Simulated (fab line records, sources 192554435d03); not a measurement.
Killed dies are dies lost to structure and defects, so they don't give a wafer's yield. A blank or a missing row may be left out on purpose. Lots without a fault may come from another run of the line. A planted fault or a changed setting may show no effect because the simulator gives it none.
Split-lot experiment | flow n5_finfet | 7 lots, 21 wafers read, on a route of 1938 steps

THE SPLIT
At N5_BEOL_M0_SAQP_ILD_DEP_01 (deposits SiOC from DEMS/O2, target thk 45.419 nm, time 8.7 s), the setting time_s was moved away from the recipe's 8.7 s on 8 of the 21 wafers read, by -4.2% to +12.0%. The other wafers ran this setting at the recipe's value.

The reading is taken at the split's own step.

THE READING
SiOC_of_BEOL_M0_SAQP_ILD_DEP_01.thk_nm (the simulator's own value, which no gauge read), in nm, at N5_BEOL_M0_SAQP_ILD_DEP_01 (deposits SiOC from DEMS/O2, target thk 45.419 nm, time 8.7 s). The file gives no usual value for it. The 13 wafers here that ran the recipe average 45.6 nm, standard deviation 0.6 nm.

wafer  | tool, chamber at the split | time_s as run, s | against the recipe | SiOC_of_BEOL_M0_SAQP_ILD_DEP_01.thk_nm, nm | against lot-mates on the recipe
L079.3 | pecvd-03, 0                | 8.7              | recipe             | 46                                         | -
L079.5 | pecvd-03, 1                | 8.7              | recipe             | 45.6                                       | -
L079.6 | pecvd-03, 2                | 8.7              | recipe             | 46.2                                       | -
L086.2 | pecvd-01, 0                | 8.7              | recipe             | 45.2                                       | -
L086.3 | pecvd-01, 2                | 8.335            | -4.2%              | 43.2                                       | -2.0
L086.6 | pecvd-01, 2                | 8.335            | -4.2%              | 44.2                                       | -1.0
L088.2 | pecvd-04, 2                | 8.7              | recipe             | 44.8                                       | -
L088.4 | pecvd-04, 2                | 8.7              | recipe             | 45                                         | -
L088.6 | pecvd-04, 1                | 8.7              | recipe             | 46.6                                       | -
L091.1 | pecvd-04, 1                | 9.289            | +6.8%              | 49.2                                       | +2.9
L091.4 | pecvd-04, 2                | 8.7              | recipe             | 46                                         | -
L091.6 | pecvd-04, 1                | 8.7              | recipe             | 46.6                                       | -
L092.1 | pecvd-01, 1                | 9.742            | +12.0%             | 51                                         | no lot-mate on the recipe
L092.3 | pecvd-01, 0                | 9.742            | +12.0%             | 51.2                                       | no lot-mate on the recipe
L092.6 | pecvd-01, 2                | 9.742            | +12.0%             | 51.4                                       | no lot-mate on the recipe
L095.2 | pecvd-04, 1                | 8.7              | recipe             | 45.4                                       | -
L095.4 | pecvd-04, 1                | 8.7              | recipe             | 45.8                                       | -
L095.5 | pecvd-04, 2                | 8.7              | recipe             | 45                                         | -
L097.3 | pecvd-01, 2                | 8.7              | recipe             | 45                                         | -
L097.4 | pecvd-01, 0                | 9.243            | +6.2%              | 48.6                                       | +3.6
L097.5 | pecvd-01, 2                | 9.243            | +6.2%              | 47.6                                       | +2.6

THE FIT
A straight line over all 21 wafers: SiOC_of_BEOL_M0_SAQP_ILD_DEP_01.thk_nm changes by +0.461 nm for each +1% of time_s; r = +0.97; the points scatter about the line by 0.57 nm.
The same after taking each lot's own level away (the mean of its wafers on the recipe; 18 wafers): +0.441 nm for each +1%; r = +0.94; scatter 0.5 nm.
On that fit, the largest move of time_s shifts the reading by 5.3 nm.
The lots' own levels span 45.00 to 46.30 nm, that is 2.2 times the standard deviation above.
So the lot-to-lot level changes the slope little: the two slopes agree.
Check: with one of the wafers moved furthest among these (+6.8%) left out of the fit, the line predicts +3.13 nm for it against its lot-mates. It came out at +2.9 nm against them.

OTHER SPLITS ON THESE WAFERS
These wafers also went through other splits before the reading. Each is held against what the fit with the lots' levels taken away leaves over:
other split on the same wafers        | wafers away from the commonest value | r with SiOC_of_BEOL_M0_SAQP_ILD_DEP_01.thk_nm (lot level and that fit taken away)
N5_MOL_CONTACT_COAG_COAT_62 spin_rpm  | 10                                   | -0.13
N5_MOL_CONTACT_COAG_EXPOSE_37 dose_mj | 4                                    | -0.27

THE FILE'S OWN FIT
SiOC_of_BEOL_M0_SAQP_ILD_DEP_01.thk_nm changes by +0.442 nm for each +1% of time_s, r = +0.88.
